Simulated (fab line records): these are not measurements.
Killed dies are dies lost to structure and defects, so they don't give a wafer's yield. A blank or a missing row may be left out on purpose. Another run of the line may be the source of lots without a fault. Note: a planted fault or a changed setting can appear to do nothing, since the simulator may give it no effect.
The same fault as seen by 3 desks || flow n5Finfet || each desk has only its own numbers; what lay behind them comes last

## THE TOOL OWNER'S DESK: rieDiel-01
The tool's own readings at N5_BEOL_M15_ETCH_59 (etches BARC in N2/H2, target depth 89 nm, overetch 26.7 nm, time 67.9 s): means of the sampled wafers that have a number, for each lot that ran on this tool. The brackets show how far a lot's mean lies from the usual mean; more than 4 standard deviations puts the lot out of limits, marked OUT.
Columns: A = drypumpMotorCurrentA at N5_BEOL_M15_ETCH_59, usual 5.7 A; B = oesProductAu at N5_BEOL_M15_ETCH_59, usual 0.70 a.u.; C = rfVppV at N5_BEOL_M15_ETCH_59, usual 524.6 V; D = showerheadPlenumPTorr at N5_BEOL_M15_ETCH_59, usual 2.57 Torr; E = throttleValvePct at N5_BEOL_M15_ETCH_59, usual 17.87 %
{"lot": "L290", "first seen here": "day 11 20:05", "A": 6.0, "B": 0.69, "C": 525.6, "D": 2.61, "E": 17.94}
{"lot": "L292", "first seen here": "day 11 22:44", "A": 6.1, "B": 0.76, "C": 525.1, "D": 2.61, "E": 18.05}
{"lot": "L301", "first seen here": "day 14 04:34", "A": 5.7, "B": 0.70, "C": 523.7, "D": 2.54, "E": 17.82}
{"lot": "L303", "first seen here": "day 14 22:14", "A": 5.7, "B": 0.75, "C": 523.0, "D": 2.55, "E": 17.84}
{"lot": "L305", "first seen here": "day 15 10:55", "A": 5.7, "B": 0.73, "C": 524.2, "D": 2.54, "E": 17.85}
This desk found nothing out of limits on any of the 5 lots.

## THE DEFECT DESK
Inspection counts along the route, by lot: the mean over sampled wafers that carry a number. The brackets show how far a lot's mean lies from the usual mean; more than 4 standard deviations puts the lot out of limits, marked OUT.
Columns: A = rawDefectCount at N5_BEOL_M15_INSPECT_12, usual 1.8
{"lot": "L290", "first seen here": "day 11 20:01", "A": 2.0}
{"lot": "L292", "first seen here": "day 11 22:35", "A": 2.3}
{"lot": "L301", "first seen here": "day 14 04:29", "A": 1.0}
{"lot": "L303", "first seen here": "day 14 22:06", "A": 0.5}
{"lot": "L305", "first seen here": "day 15 09:56", "A": 1.5}
{"lot": "L306", "first seen here": "day 15 22:47", "A": 2.3}
{"lot": "L311", "first seen here": "day 17 03:31", "A": 2.3}
This desk found nothing out of limits on any of the 7 lots.

## THE METROLOGY DESK
What the gauges read for every lot (on any tool): the sampled wafers with a number, averaged. The brackets show how far a lot's mean lies from the usual mean; more than 4 standard deviations puts the lot out of limits, marked OUT.
Columns: A = cdNm at N5_BEOL_M15_CD_MEAS_10, usual 359.7 nm; B = V14_OVL at N5_BEOL_M15_OVL_MEAS_11, usual -3 nm
{"lot": "L290", "first seen here": "day 11 19:58", "A": 360.3, "B": -0}
{"lot": "L292", "first seen here": "day 11 22:32", "A": 359.8, "B": -9}
{"lot": "L301", "first seen here": "day 14 04:26", "A": 360.1, "B": -6}
{"lot": "L303", "first seen here": "day 14 22:02", "A": 357.9, "B": -4}
{"lot": "L305", "first seen here": "day 15 09:53", "A": 357.7, "B": 3}
{"lot": "L306", "first seen here": "day 15 22:44", "A": 359.1, "B": 1}
{"lot": "L311", "first seen here": "day 17 03:28", "A": 360.6, "B": -8}
This desk found nothing out of limits on any of the 7 lots.

## TAKEN TOGETHER
The desk of the tool owner found nothing out of limits.
The defect desk saw nothing out of limits.
The metrology desk saw nothing out of limits.

## WHAT THE SIMULATOR PUT IN
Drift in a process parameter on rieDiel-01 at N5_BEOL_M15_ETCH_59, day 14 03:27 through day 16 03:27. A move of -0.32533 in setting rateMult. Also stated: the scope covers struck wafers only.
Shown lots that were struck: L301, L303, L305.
